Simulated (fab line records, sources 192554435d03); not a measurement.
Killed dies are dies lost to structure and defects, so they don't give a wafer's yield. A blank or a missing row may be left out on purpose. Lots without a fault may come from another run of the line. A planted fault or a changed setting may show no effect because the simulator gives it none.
A struck lot beside a sound one | flow n5_finfet | 18 steps out of a route of 1938
Sound: wafers L966.3, L966.5, L966.6. Struck: wafer L981.1. (L981.5, L981.6 of the same lot were not struck and are left out.) The cause comes at the end.
At each step with rows: each side's tool, then ch and its chambers, then its first start. Under that, the readings that differ: sound wafers | struck wafers | difference of the means | sigmas: that difference in standard deviations of wafers without a fault.
alike: readings whose means differ by less than 2 such deviations, and words and numbers that are the same on both sides. not compared: withheld readings, readings that some wafer has no value for, bounds like >300 that may hide the same value, and numbers for which the record gives no deviation and whose values overlap.
The two part at a step that has a row with sigmas, a row that says differs or no value, or rows on one side only. Numbers that don't overlap but have no deviation are shown without sigmas and don't part them. A reading that every wafer of one side lacks parts them only if that side has two wafers or more.

first, 5 steps without rows for these wafers: N5_SD_EPI_P_EBR_05; N5_SD_EPI_P_SOFTBAKE_04 (time 60 s); N5_SD_EPI_P_EXPOSE_06 (exposes mask SD P BLK, target cd 240 nm); N5_SD_EPI_P_PEB_07 (peb time 60 s); N5_SD_EPI_P_DEVELOP_08 (develop time 30 s).
N5_SD_EPI_P_CD_MEAS_09: target cd 240 nm.
  sound on cd_sem-03 ch 0, day 3 19:20; struck on cd_sem-02 ch 0, day 7 06:20
  alike: cd_nm
N5_SD_EPI_P_OVL_MEAS_10:
  sound on overlay-02 ch 0, day 3 19:22; struck on overlay-02 ch 0, day 7 06:23
  alike: SD_P_BLK_OVL
N5_SD_EPI_P_INSPECT_11: inspects for defects (macro).
  sound on defect_inspect-01, day 3 19:23; struck on defect_inspect-02, day 7 06:24
  alike: raw_defect_count
N5_SD_EPI_P_DESCUM_14: chemistry O2, time 7.9 s.
  sound on rie_diel-04 ch 0,2,3, day 3 20:14; struck on rie_diel-04 ch 2, day 7 06:32
  alike: drypump_motor_current_A, oes_product_au, rf_vpp_V, showerhead_plenum_p_Torr, throttle_valve_pct
  not compared: rf_hours_counter_h
N5_SD_EPI_P_ETCH_36: etches SiARC in CF4, target depth 45.5 nm, time 75.8 s.
  sound on rie_diel-04 ch 0,2,3, day 3 20:16; struck on rie_diel-04 ch 2, day 7 06:34
  alike: drypump_motor_current_A, etch_rf_on_time_s, mfc_ar_sccm, oes_product_au, rf_vpp_V, showerhead_plenum_p_Torr, throttle_valve_pct
  not compared: rf_hours_counter_h
N5_SD_EPI_P_ETCH_37: etches SOC in N2/H2, overetch 108 nm, time 486 s.
  sound on rie_diel-04 ch 0,2,3, day 3 20:19; struck on rie_diel-04 ch 2, day 7 06:37
  alike: drypump_motor_current_A, oes_product_au, rf_vpp_V, showerhead_plenum_p_Torr, throttle_valve_pct
  not compared: rf_hours_counter_h
then, 1 step without rows for these wafers: N5_SD_EPI_P_STRIP_38 (strips in N2/H2).
N5_SD_EPI_P_ETCHBACK_46: etches SiNx in CH3F/O2, stops on SiO2, target depth 17.5 nm.
  sound on rie_diel-04 ch 0,2,3, day 3 20:39; struck on rie_diel-04 ch 2, day 7 06:56
  reading                                     | sound          | struck  | difference | sigmas
  oes_product_au (a.u.)                       | 0.67 0.60 0.68 | 0.53    | -0.12      | -2
  over_etch_frac                              | 0.3 0.3 0.3    | 0.62886 | +0.32886   |
  model.SiARC_of_SD_EPI_P_COAT_35.thk_nm (nm) | 15.2 15.2 15   | 14      | -1         |
  alike: O2_flow_sccm, drypump_motor_current_A, mfc_ar_sccm, rf_vpp_V, showerhead_plenum_p_Torr, throttle_valve_pct
  not compared: rf_hours_counter_h
N5_SD_EPI_P_ETCH_47: etches SiOCN in CH3F/O2, target depth 25 nm.
  sound on rie_diel-04 ch 0,2,3, day 3 20:45; struck on rie_diel-04 ch 2, day 7 07:02
  alike: O2_flow_sccm, drypump_motor_current_A, mfc_ar_sccm, oes_product_au, rf_vpp_V, showerhead_plenum_p_Torr, throttle_valve_pct
  not compared: rf_hours_counter_h
N5_SD_EPI_P_ETCH_16: etches SiO2 in CHF3/O2, target depth 5 nm.
  sound on rie_diel-04 ch 0,2,3, day 3 20:51; struck on rie_diel-04 ch 2, day 7 07:08
  reading                                     | sound             | struck | difference | sigmas
  mfc_ar_sccm (sccm)                          | 201.1 200.2 200.3 | 198.9  | -1.6       | -3
  model.SiARC_of_SD_EPI_P_COAT_35.thk_nm (nm) | 11.8 11.4 11.4    | 10.4   | -1.1       |
  alike: O2_flow_sccm, drypump_motor_current_A, oes_product_au, rf_vpp_V, showerhead_plenum_p_Torr, throttle_valve_pct
  not compared: rf_hours_counter_h
then, 1 step without rows for these wafers: N5_SD_EPI_P_STRIP_50 (strips in CHF3/O2).
-- the record jumps here: 6 days lie between the struck wafers' starts before and after (it left off in module SD_EPI_P and takes up again in module BEOL_M4, whose first step shown is number 1111 of the route) --
N5_BEOL_M4_RC_MEAS_101:
  sound on prober-02 ch 0, day 9 09:35; struck on prober-01 ch 0, day 13 15:34
  alike: DIBL_N, DIBL_P, IOFF_N, IOFF_P, ION_N, ION_P, SS_N, SS_P, VT_N, VT_P
then, 1 step without rows for these wafers: N5_PASSIVATION_PROBE_49.

WHERE THEY PART
First at N5_SD_EPI_P_ETCHBACK_46; last, within this record, at N5_SD_EPI_P_ETCH_16. Later steps at which nothing parts them and some readings are alike: N5_BEOL_M4_RC_MEAS_101.

WHY: what the simulator had put in
Process parameter drift: rie_diel-04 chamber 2, from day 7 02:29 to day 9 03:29, at N5_SD_EPI_P_ETCHBACK_46. Setting over_etch_frac, moved by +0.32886, from 0.3. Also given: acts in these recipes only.
